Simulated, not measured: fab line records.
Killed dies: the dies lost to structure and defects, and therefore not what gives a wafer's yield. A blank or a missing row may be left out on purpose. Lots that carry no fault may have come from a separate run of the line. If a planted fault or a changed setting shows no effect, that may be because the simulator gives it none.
fab line records	flow n5-finfet
record: lots: 7	wafers: 18	last-day: 16
route steps=1938 shown HKMG_FIN@426 BEOL_M4@1111 PASSIVATION@1936
lots untouched by any fault: they come from a run of this same line in which no faults occurred
start-h: hours from the record's first day to the start of the lot's first wafer shown	wait-h: hours since the lot's step before	" same as the row above	L1.1+2: a row that stands for several wafers	- either no value or no given start	* or withheld: withheld	< > ~ a bound
route shown NAME@n: NAME is a module with steps in the file, n the number in the route of the first one	usual: the fault-free wafers' mean and standard deviation	same: alike in all rows	chamber/n: place in a boat	sites: per-site readings	_std_site: how widely they spread, as a standard deviation	_edge_site: inner sites' mean taken away from outer sites' mean	radius-mm: how far each site lies from the wafer's centre	mask NAME#n: copy n	behind: the most recent tool/chamber to have shaped the wafer	hold: the reason the lot was held/the length of the hold in hours/how it ended	device: transistor that didn't switch, given as n, p or np	end of line: the same wafers' tests at the end of the route	a step without rows: its recipe alone	killed: not the wafer's yield, but the dies lost to structure and defects at the first sort	map: shows each die of a wafer: x if killed, . if not, _ if none is there
set.NAME: the run value of the setting; set.NAME@STEP: its run value at that earlier step	model.NAME: the simulator's own value behind a step, which no gauge read
lots at some steps of the route; a table a step, a row a wafer
services: from which hour (start-h, from the record's first day; less than 0 if before it) a tool's chamber was out of use, for how many hours, and why
== steps ==
step: N5_HKMG_FIN_SOFTBAKE_07
recipe: temp-c: 110	time-s: 60	resist: CAR-ArF
step: N5_HKMG_FIN_EXPOSE_09
recipe: mask-id: NWFM	na: 1.35	source-shape: conventional	sigma-outer: 0.8	polarization: unpolarized	dose-mj: 39.25
step: N5_HKMG_FIN_PEB_10
recipe: peb-temp-c: withheld	peb-time-s: 60	resist: CAR-ArF
step: N5_HKMG_FIN_DEVELOP_11
recipe: develop-time-s: 30	developer: TMAH	resist: CAR-ArF	dev-temp-c: 23	rinse-liquid: diw	dry: air-spin
step: N5_HKMG_FIN_CD_MEAS_12
recipe: target-cd-nm: 92.8	landing-energy-ev: 500	detector: se-inlens
usual: cd-nm: 92.2/0.65
lot.wafer	tool	chamber	start-h	wait-h	cd-nm
L404.1	cd-sem-02	0	118.46	-	93.4
L404.4	"	0	"	"	92.5
L404.6	"	0	"	"	92.1
L405.3	cd-sem-01	0	121.68	-	91.9
L405.6	"	0	"	"	92.3
L406.2	cd-sem-03	0	129.92	-	93.1
L406.4	"	0	"	"	92.2
L409.1	cd-sem-01	0	150.85	-	91.5
L409.4	"	0	"	"	91.6
L409.6	"	0	"	"	92.1
L413.1	cd-sem-02	0	170.44	-	92.0
L413.4	"	0	"	"	92.3
L413.5	"	0	"	"	93.0
L416.2	cd-sem-03	0	190.88	-	92.4
L416.4	"	0	"	"	91.8
L416.5	"	0	"	"	91.2
L417.1	cd-sem-03	0	195.63	-	91.8
L417.4	"	0	"	"	92.7
step: N5_HKMG_FIN_OVL_MEAS_13
recipe: points-per-wafer: 44
usual: NWFM_OVL: -0.4/0.95
same: points-per-wafer: 44
lot.wafer	tool	chamber	start-h	wait-h	NWFM_OVL[nm]
L404.1	overlay-01	0	118.49	0.0	-0.3
L404.4	"	0	"	"	0.5
L404.6	"	0	"	"	-0.7
L405.3	overlay-02	0	121.71	0.0	-0.5
L405.6	"	0	"	"	-0.3
L406.2	overlay-01	0	129.95	0.0	-0.4
L406.4	"	0	"	"	0.3
L409.1	overlay-02	0	150.88	0.0	-0.1
L409.4	"	0	"	"	-1.3
L409.6	"	0	"	"	-1.7
L413.1	overlay-01	0	170.47	0.0	0.4
L413.4	"	0	"	"	-0.1
L413.5	"	0	"	"	-0.4
L416.2	overlay-01	0	190.91	0.0	0.2
L416.4	"	0	"	"	1.1
L416.5	"	0	"	"	0.3
L417.1	overlay-02	0	195.66	0.0	0.0
L417.4	"	0	"	"	0.5
step: N5_HKMG_FIN_INSPECT_14
recipe: mode: adi	inspect-instrument: macro
usual: raw-defect-count: 2.0/1.3
lot.wafer	tool	chamber	start-h	wait-h	raw-defect-count
L404.1	defect-inspect-01	-	118.51	0.0	1
L404.4	"	-	"	"	2
L404.6	"	-	"	"	1
L405.3	defect-inspect-02	-	121.73	0.0	4
L405.6	"	-	"	"	1
L406.2	defect-inspect-02	-	129.98	0.0	1
L406.4	"	-	"	"	0
L409.1	defect-inspect-02	-	150.90	0.0	1
L409.4	"	-	"	"	3
L409.6	"	-	"	"	1
L413.1	defect-inspect-01	-	170.50	0.0	1
L413.4	"	-	"	"	2
L413.5	"	-	"	"	3
L416.2	defect-inspect-01	-	190.93	0.0	2
L416.4	"	-	"	"	4
L416.5	"	-	"	"	0
L417.1	defect-inspect-02	-	195.69	0.0	1
L417.4	"	-	"	"	4
step: N5_HKMG_FIN_DESCUM_17
recipe: chemistry: O2	time-s: 7.9	source-power-w: 50	bias-power-w: 20	pressure-mtorr: 20	rf-frequency-hz: 2.712e+07	temp-c: 40	resist: CAR-ArF	o2-flow-sccm: 225
usual: drypump-motor-current-A: 5.9/0.55	oes-product-au: 0.77/0.085	rf-vpp-V: 243.4/1.3	showerhead-plenum-p-Torr: 2.10/0.075	throttle-valve-pct: 20.48/0.23
lot.wafer	tool	chamber	start-h	wait-h	drypump-motor-current-A	oes-product-au	rf-hours-counter-h	rf-vpp-V	showerhead-plenum-p-Torr	throttle-valve-pct
L404.1	rie-diel-02	3	119.24	0.7	6.6	0.77	135	242.6	2.10	20.41
L404.4	"	2	"	"	6.3	0.91	29	244.2	2.21	20.14
L404.6	"	0	"	"	6.0	0.82	-	244.3	2.01	20.23
L405.3	rie-diel-02	1	121.78	0.0	5.5	0.73	174	243.5	2.07	20.38
L405.6	"	1	"	"	5.4	0.73	-	242.8	2.07	20.37
L406.2	rie-diel-02	0	130.01	0.0	6.0	0.79	91	242.7	2.01	20.24
L406.4	"	1	"	"	5.4	0.73	176	242.4	2.07	20.37
L409.1	rie-diel-02	0	152.16	1.3	6.0	0.80	99	241.5	2.00	20.27
L409.4	"	1	"	"	5.4	0.72	185	243.9	2.07	20.38
L409.6	"	1	"	"	5.5	0.71	-	243.2	2.07	20.38
L413.1	rie-diel-01	0	170.53	0.0	5.6	0.97	7	244.5	2.21	20.26
L413.4	"	2	"	"	4.8	0.74	192	244.0	2.18	20.60
L413.5	"	1	"	"	6.5	0.70	-	242.4	2.08	20.94
L416.2	rie-diel-01	0	190.97	0.0	5.6	0.96	10	245.0	2.21	20.24
L416.4	"	1	"	"	6.5	0.70	232	243.0	2.08	20.97
L416.5	"	1	"	"	6.4	0.69	-	242.8	2.08	20.96
L417.1	rie-diel-01	1	195.72	0.0	6.5	0.68	234	242.0	2.08	20.95
L417.4	"	3	"	"	5.9	0.90	25	244.2	2.13	20.35
step: N5_HKMG_FIN_ETCH_31
recipe: chemistry: CF4	target: SiARC	target-depth-a: 455	mask-material: CAR-ArF	time-s: 75.8	ion-energy-ev: 80	pressure-mtorr: 40	source-w: 545	bias-w: 36	Ar_flow_sccm: 100	cf4-flow-sccm: 100	ends: cleared
usual: drypump-motor-current-A: 5.9/0.55	etch-rf-on-time-s: 75.6/2	oes-product-au: 0.66/0.075	rf-vpp-V: 184.3/1.1	showerhead-plenum-p-Torr: 2.16/0.068	throttle-valve-pct: 15.69/0.22
lot.wafer	tool	chamber	start-h	wait-h	drypump-motor-current-A	etch-rf-on-time-s	oes-product-au	rf-hours-counter-h	rf-vpp-V	showerhead-plenum-p-Torr	throttle-valve-pct
L404.1	rie-diel-02	3	119.28	0.0	6.6	75.5	0.64	136	183.8	2.14	15.52
L404.4	"	2	"	"	6.3	74.7	0.77	29	186.0	2.27	15.33
L404.6	"	0	"	"	6.0	75.4	0.69	-	182.6	2.07	15.52
L405.3	rie-diel-02	1	121.82	0.0	5.4	74.0	0.63	174	184.5	2.13	15.67
L405.6	"	1	"	"	5.4	74.6	0.63	-	184.6	2.13	15.66
L406.2	rie-diel-02	0	130.05	0.0	6.0	75.0	0.68	91	183.0	2.07	15.51
L406.4	"	1	"	"	5.4	74.2	0.63	176	181.6	2.13	15.66
L409.1	rie-diel-02	0	152.20	0.0	6.0	74.6	0.68	99	183.5	2.07	15.55
L409.4	"	1	"	"	5.4	73.7	0.63	185	183.9	2.13	15.68
L409.6	"	1	"	"	5.5	72.9	0.63	-	183.8	2.13	15.68
L413.1	rie-diel-01	0	170.57	0.0	5.6	74.8	0.83	7	185.0	2.28	15.48
L413.4	"	2	"	"	4.8	75.7	0.63	192	184.5	2.20	15.72
L413.5	"	1	"	"	6.5	80.8	0.58	-	185.3	2.13	16.11
L416.2	rie-diel-01	0	191.00	0.0	5.6	74.5	0.82	10	186.7	2.28	15.50
L416.4	"	1	"	"	6.4	80.4	0.58	232	184.4	2.13	16.11
L416.5	"	1	"	"	6.4	80.0	0.58	-	184.0	2.13	16.11
L417.1	rie-diel-01	1	195.76	0.0	6.5	80.4	0.58	234	184.7	2.12	16.11
L417.4	"	3	"	"	5.9	72.5	0.79	26	185.4	2.20	15.57
step: N5_HKMG_FIN_ETCH_32
recipe: chemistry: N2/H2	target: SOC	target-depth-a: 2400	temp-c: 40	time-s: 300	ion-energy-ev: 200	mask-material: SiARC	pressure-mtorr: 30	source-w: 840	bias-w: 150	n2-flow-sccm: 200	h2-flow-sccm: 200
usual: drypump-motor-current-A: 5.9/0.55	oes-product-au: 0.77/0.088	rf-vpp-V: 524.3/2.6	run-length-s: 323.4/0.52	showerhead-plenum-p-Torr: 2.56/0.088	throttle-valve-pct: 17.87/0.2
lot.wafer	tool	chamber	start-h	wait-h	drypump-motor-current-A	oes-product-au	rf-hours-counter-h	rf-vpp-V	run-length-s	showerhead-plenum-p-Torr	throttle-valve-pct
L404.1	rie-diel-02	3	119.33	0.0	6.6	0.77	136	523.4	323.5	2.53	17.76
L404.4	"	2	"	"	6.3	0.90	29	528.6	323.0	2.71	17.61
L404.6	"	0	"	"	6.0	0.81	-	522.6	322.6	2.46	17.63
L405.3	rie-diel-02	1	121.87	0.0	5.4	0.75	174	525.1	323.6	2.53	17.87
L405.6	"	1	"	"	5.4	0.75	-	523.6	323.5	2.53	17.86
L406.2	rie-diel-02	0	130.10	0.0	6.0	0.81	91	522.6	322.6	2.45	17.64
L406.4	"	1	"	"	5.4	0.74	176	524.0	323.9	2.53	17.88
L409.1	rie-diel-02	0	152.25	0.0	6.0	0.80	99	520.6	322.5	2.45	17.64
L409.4	"	1	"	"	5.4	0.73	185	524.9	323.6	2.53	17.90
L409.6	"	1	"	"	5.4	0.73	-	524.8	323.8	2.53	17.89
L413.1	rie-diel-01	0	170.62	0.0	5.6	0.96	7	529.3	323.4	2.72	17.74
L413.4	"	2	"	"	4.8	0.75	193	526.1	324.2	2.63	17.96
L413.5	"	1	"	"	6.5	0.67	-	521.9	323.1	2.50	18.12
L416.2	rie-diel-01	0	191.06	0.0	5.6	0.96	10	528.1	323.5	2.72	17.73
L416.4	"	1	"	"	6.4	0.67	232	522.4	323.6	2.50	18.11
L416.5	"	1	"	"	6.5	0.67	-	521.8	323.2	2.50	18.11
L417.1	rie-diel-01	1	195.81	0.0	6.5	0.67	235	521.3	323.3	2.50	18.11
L417.4	"	3	"	"	5.9	0.94	26	524.8	322.8	2.60	17.89
step: N5_HKMG_FIN_STRIP_33
recipe: chemistry: N2/H2	temp-c: 40	n2-flow-sccm: 200	h2-flow-sccm: 200	rf-frequency-hz: 6e+07
step: N5_HKMG_FIN_STRIP_34
recipe: chemistry: CF4	resist: SiARC	power-w: 300	bias-power-w: 75	pressure-mtorr: 50	cf4-flow-sccm: 150	rf-frequency-hz: 6e+07
usual: drypump-motor-current-A: 5.8/0.54	oes-product-au: 0.76/0.08	rf-vpp-V: 271.4/1.7	showerhead-plenum-p-Torr: 1.80/0.056	throttle-valve-pct: 13.66/0.23
lot.wafer	tool	chamber	start-h	wait-h	drypump-motor-current-A	oes-product-au	rf-hours-counter-h	rf-vpp-V	showerhead-plenum-p-Torr	throttle-valve-pct
L404.1	rie-diel-02	3	119.53	0.0	6.6	0.75	136	270.9	1.79	13.50
L404.4	"	2	"	"	6.4	0.89	29	273.2	1.90	13.30
L404.6	"	0	"	"	6.0	0.80	-	270.1	1.74	13.47
L405.3	rie-diel-02	1	122.06	0.0	5.4	0.72	174	269.1	1.78	13.65
L405.6	"	1	"	"	5.4	0.73	-	269.1	1.78	13.64
L406.2	rie-diel-02	0	130.29	0.0	6.0	0.79	91	269.8	1.74	13.49
L406.4	"	1	"	"	5.4	0.72	176	271.3	1.78	13.66
L409.1	rie-diel-02	0	152.44	0.0	6.0	0.78	99	270.0	1.73	13.52
L409.4	"	1	"	"	5.4	0.71	185	270.8	1.78	13.69
L409.6	"	1	"	"	5.5	0.72	-	270.5	1.78	13.67
L413.1	rie-diel-01	0	170.81	0.0	5.6	0.95	7	273.9	1.91	13.45
L413.4	"	2	"	"	4.8	0.73	193	272.7	1.84	13.69
L413.5	"	1	"	"	6.4	0.70	-	271.4	1.78	14.08
L416.2	rie-diel-01	0	191.25	0.0	5.6	0.95	10	273.1	1.91	13.44
L416.4	"	1	"	"	6.4	0.70	232	272.6	1.78	14.08
L416.5	"	1	"	"	6.4	0.70	-	269.5	1.78	14.07
L417.1	rie-diel-01	1	196.00	0.0	6.5	0.69	235	271.7	1.78	14.09
L417.4	"	3	"	"	5.9	0.89	26	271.8	1.83	13.43
step: N5_HKMG_FIN_ETCH_35
recipe: chemistry: N2/H2	target: SOC	target-depth-a: 2158	ion-energy-ev: 65	bias-w: 5	source-w: 3000	time-s: 243.4	pressure-mtorr: 30	n2-flow-sccm: 200	h2-flow-sccm: 200
usual: drypump-motor-current-A: 5.9/0.55	oes-product-au: 0.77/0.089	rf-vpp-V: 141.7/1	run-length-s: 266.8/0.55	showerhead-plenum-p-Torr: 2.56/0.088	throttle-valve-pct: 17.88/0.2
lot.wafer	tool	chamber	start-h	wait-h	drypump-motor-current-A	oes-product-au	rf-hours-counter-h	rf-vpp-V	run-length-s	showerhead-plenum-p-Torr	throttle-valve-pct	model.HKMG_FIN.feature-depth-nm	model.SOC_of_HKMG_FIN_COAT_29.thk-nm	model.etch.depth-nm
L404.1	rie-diel-02	3	119.55	0.0	6.6	0.76	136	140.3	267.2	2.52	17.77	219	82.6	218.9
L404.4	"	2	"	"	6.3	0.91	29	141.4	266.4	2.71	17.63	220.4	81.2	220.5
L404.6	"	0	"	"	6.0	0.82	-	141.5	266.2	2.45	17.64	218.6	82.6	218.6
L405.3	rie-diel-02	1	122.08	0.0	5.4	0.74	174	141.7	267.1	2.53	17.88	222.8	79.4	222.7
L405.6	"	1	"	"	5.4	0.75	-	142.9	278.6	2.53	17.89	232.6	68.4	232.6
L406.2	rie-diel-02	0	130.31	0.0	6.0	0.81	91	140.2	266.8	2.45	17.65	217.8	82.4	217.8
L406.4	"	1	"	"	5.4	0.74	176	141.2	278.5	2.53	17.89	232.6	67.2	232.5
L409.1	rie-diel-02	0	152.46	0.0	6.0	0.81	99	141.5	266.2	2.45	17.65	219.8	81	219.7
L409.4	"	1	"	"	5.4	0.74	185	140.9	278.4	2.53	17.90	233.4	67.4	233.4
L409.6	"	1	"	"	5.4	0.74	-	141.7	278.9	2.53	17.90	233.8	66.6	233.9
L413.1	rie-diel-01	0	170.83	0.0	5.6	0.99	8	141.6	267.5	2.73	17.73	221.8	78.2	221.7
L413.4	"	2	"	"	4.8	0.75	193	142.1	267.3	2.63	17.97	219	82.4	219
L413.5	"	1	"	"	6.5	0.68	-	142.3	266.4	2.50	18.14	207.8	93.2	207.7
L416.2	rie-diel-01	0	191.27	0.0	5.6	0.95	10	142.8	266.9	2.72	17.73	216.8	83.2	216.8
L416.4	"	1	"	"	6.5	0.67	232	141.3	266.4	2.50	18.14	201.6	98.4	201.6
L416.5	"	1	"	"	6.4	0.68	-	140.9	266.4	2.50	18.12	201.6	99	201.7
L417.1	rie-diel-01	1	196.02	0.0	6.5	0.67	235	141.6	266.4	2.50	18.11	199.8	100.4	199.8
L417.4	"	3	"	"	5.9	0.93	26	139.0	265.8	2.60	17.91	225.4	75	225.4
step: N5_HKMG_FIN_STRIP_92
recipe: chemistry: N2/H2	material: SOC	time-s: 20	power-w: 500	temp-c: 40	pressure-mtorr: 50	rf-frequency-hz: 6e+07	bias-power-w: 8	h2-frac: 0.5	n2-flow-sccm: 300	h2-flow-sccm: 300
usual: drypump-motor-current-A: 5.9/0.55	oes-product-au: 0.77/0.09	rf-vpp-V: 54.3/0.81	showerhead-plenum-p-Torr: 3.38/0.11	throttle-valve-pct: 19.0/0.33
lot.wafer	tool	chamber	start-h	wait-h	drypump-motor-current-A	oes-product-au	rf-hours-counter-h	rf-vpp-V	showerhead-plenum-p-Torr	throttle-valve-pct	model.SOC_of_HKMG_FIN_COAT_29.thk-nm
L404.1	rie-diel-02	3	119.69	0.1	6.6	0.77	136	53.9	3.34	19.1	72.2
L404.4	"	2	"	"	6.4	0.93	29	55.2	3.57	18.7	70.6
L404.6	"	0	"	"	6.0	0.80	-	53.5	3.25	18.5	72.2
L405.3	rie-diel-02	1	122.23	0.1	5.4	0.74	174	56.4	3.34	18.9	69
L405.6	"	1	"	"	5.5	0.74	-	54.7	3.34	19.0	58
L406.2	rie-diel-02	0	130.46	0.1	6.0	0.80	91	53.6	3.25	18.5	72.2
L406.4	"	1	"	"	5.4	0.74	177	53.1	3.34	19.0	56.8
L409.1	rie-diel-02	0	152.61	0.1	6.0	0.79	99	53.7	3.24	18.5	70.8
L409.4	"	1	"	"	5.5	0.74	185	54.3	3.34	19.0	57
L409.6	"	1	"	"	5.5	0.74	-	53.7	3.34	19.0	56
L413.1	rie-diel-01	0	181.83	10.9	5.6	0.97	8	54.9	3.59	18.6	68
L413.4	"	2	"	"	4.9	0.75	193	54.5	3.46	19.2	72
L413.5	"	1	"	"	6.5	0.67	-	55.3	3.31	19.0	83.6
L416.2	rie-diel-01	0	191.42	0.1	5.6	0.97	10	55.4	3.59	18.6	72.8
L416.4	"	1	"	"	6.5	0.67	232	52.6	3.30	19.0	88.8
L416.5	"	1	"	"	6.5	0.67	-	53.0	3.30	19.0	89.4
L417.1	rie-diel-01	1	196.17	0.1	6.5	0.66	235	53.9	3.30	19.0	90.8
L417.4	"	3	"	"	5.9	0.92	26	55.6	3.43	19.3	64.4
step: N5_HKMG_FIN_WET_ETCH_18
recipe: chemistry: SC1	target: TiN	mix: 1:1:5	temp-c: *	time-s: 55	target-depth-nm: 5.2	dry: ipa-marangoni	rinse-time-s: 30	rinse-temp-c: 23
step: N5_BEOL_M4_RC_MEAS_101
usual: DIBL_N: 35.9/1.7	DIBL_P: 35.8/2.2	IOFF_N: 0.15/0.03	IOFF_P: 0.21/0.036	ION_N: 674/12	ION_P: 463/7.2	SS_N: 71.3/0.59	SS_P: 73.1/0.69	VT_N: 250/3	VT_P: -251/3.2
lot.wafer	tool	chamber	start-h	wait-h	DIBL_N[mV/V]	DIBL_P[mV/V]	IOFF_N[nA/um]	IOFF_P[nA/um]	ION_N[uA/um]	ION_P[uA/um]	SS_N[mV/dec]	SS_P[mV/dec]	VT_N[mV]	VT_P[mV]
L404.1	prober-02	0	216.42	0.0	39.7	41.3	0.23	0.28	699	477	72.9	74.5	244	-247
L404.4	"	0	"	"	39.4	41.2	0.25	0.29	699	473	72.5	74.0	242	-246
L404.6	"	0	"	"	38.7	40.3	0.21	0.26	696	473	72.3	73.9	246	-248
L405.3	prober-01	0	230.15	0.3	33.6	33.8	0.12	0.16	666	460	70.9	72.4	255	-252
L405.6	"	0	"	"	35.3	36.1	0.14	0.20	675	471	71.1	73.3	252	-252
L406.2	prober-02	0	237.47	0.2	35.7	36.3	0.16	0.18	688	465	71.5	73.7	248	-252
L406.4	"	0	"	"	35.1	34.5	0.14	0.16	663	446	70.4	73.5	249	-256
L409.1	prober-02	0	246.03	0.0	35.2	35.1	0.14	0.21	665	466	70.7	72.5	251	-251
L409.4	"	0	"	"	37.7	38.6	0.19	0.29	691	478	71.8	73.7	245	-244
L409.6	"	0	"	"	34.0	33.5	0.12	0.19	655	457	71.8	71.8	252	-252
L413.1	prober-02	0	274.66	0.0	37.4	37.7	0.17	0.21	681	461	71.8	73.2	248	-252
L413.4	"	0	"	"	35.4	35.6	0.14	0.18	679	459	71.6	73.4	250	-253
L413.5	"	0	"	"	36.6	36.5	0.15	0.19	664	455	71.7	73.3	252	-250
L416.2	prober-01	0	292.35	0.2	34.4	33.1	0.14	0.18	676	460	70.5	72.7	254	-252
L416.4	"	0	"	"	34.6	34.8	0.14	0.22	668	462	70.9	73.2	253	-246
L416.5	"	0	"	"	35.0	36.0	0.15	0.23	662	458	70.9	73.6	250	-247
L417.1	prober-02	0	292.92	0.0	37.5	37.8	0.18	0.26	683	476	71.2	73.2	248	-246
L417.4	"	0	"	"	36.1	36.4	0.15	0.26	665	468	71.5	72.7	250	-246
step: N5_PASSIVATION_PROBE_49
usual: defect-limited-yield: 91.0/1.5	killed_at_M0_to_M3: 35/12	killed_at_M4_up: 15/5.8	killed-at-contacts: 14/7.2	killed-at-front-end: 40/10	killed-at-other: 3/3	killed-dies: 106/18	killed-open: 68/14	killed-short: 35/7.2	sort_bin_5_function: 5.2/0.96	sort_bin_6_memory: 3.3/0.69	sort_bin_8_speed: 0.00/0.022	sort-n-pass: 1074/18	sort-yield-pct: 91.0/1.5
same: gross-dies: 1180	killed-at-back-side: 0	sort_bin_4_leakage[%]: 0
lot.wafer	tool	chamber	start-h	wait-h	defect-limited-yield[%]	killed_at_M0_to_M3	killed_at_M4_up	killed-at-contacts	killed-at-front-end	killed-at-other	killed-dies	killed-open	killed-short	sort_bin_5_function[%]	sort_bin_6_memory[%]	sort_bin_8_speed[%]	sort-n-pass	sort-yield-pct[%]
L405.3	prober-02	-	335.53	0.1	91.9	24	19	19	30	3	95	66	29	4.9	3.1	0	1085	91.9
L405.6	prober-02	-	335.68	0.3	91.1	36	17	15	35	2	105	62	43	5.0	3.7	0	1075	91.1
killed by level:class
L405.3 BEOL_M4:geometric-particle:open=13 MOL_CONTACT_COAG:geometric-particle:open=12 MOL_CONTACT_COAG:geometric-particle:short=7 STI_FIN_REVEAL:geometric-particle:open=6 DUMMY_GATE:geometric-particle:short=6 DUMMY_GATE:geometric-particle:open=6 BEOL_M3:geometric-particle:open=6 BEOL_M0_SAQP:geometric-particle:open=5
L405.6 MOL_CONTACT_COAG:geometric-particle:open=12 FIN_SAQP:geometric-particle:short=10 BEOL_M2:geometric-particle:open=9 BEOL_M0_SAQP:geometric-particle:short=8 FIN_SAQP:geometric-particle:open=7 BEOL_M4:geometric-particle:open=7 BEOL_M0_SAQP:geometric-particle:open=6 BEOL_M1:geometric-particle:short=4
== services ==
tool	chamber	start-h	hours	kind
rie-diel-01	3	95.39	-	clean
rie-diel-01	3	95.39	-	consumable-replace:focus-ring
rie-diel-01	3	95.39	21.6	scheduled-down
rie-diel-01	3	95.39	21.6	vent-cycle
rie-diel-01	0	127.32	-	clean
rie-diel-01	0	127.32	-	consumable-replace:focus-ring
rie-diel-01	0	127.32	-	consumable-replace:showerhead
rie-diel-01	0	127.32	22.1	scheduled-down
rie-diel-01	0	127.32	22.1	vent-cycle
rie-diel-02	-	195.44	3.7	repair
== key ==
first-sign: step: N5_HKMG_FIN_ETCH_35	reading: run-length-s	direction: up	sigmas: 22	usual: *	struck: *
effect none on later readings
model-effect: step: N5_HKMG_FIN_ETCH_35	value: HKMG_FIN.feature-depth-nm	without: 222.7	struck: 233.1
model-effect: step: N5_HKMG_FIN_STRIP_92	value: SOC_of_HKMG_FIN_COAT_29.thk-nm	without: 67.25	struck: 56.95
met-at N5_HKMG_FIN_ETCH_35
struck-wafers L405.6,L406.4,L409.4,L409.6
onset-between 119.55 122.08
fault: kind: process-parameter-drift	tool: rie-diel-02	chamber: -	onset-h: 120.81	steps: N5_HKMG_FIN_ETCH_35	channel: time-s	offset: *	shape: step	end-h: 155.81	scope: struck-wafers-only	acts-in: *	stated: *
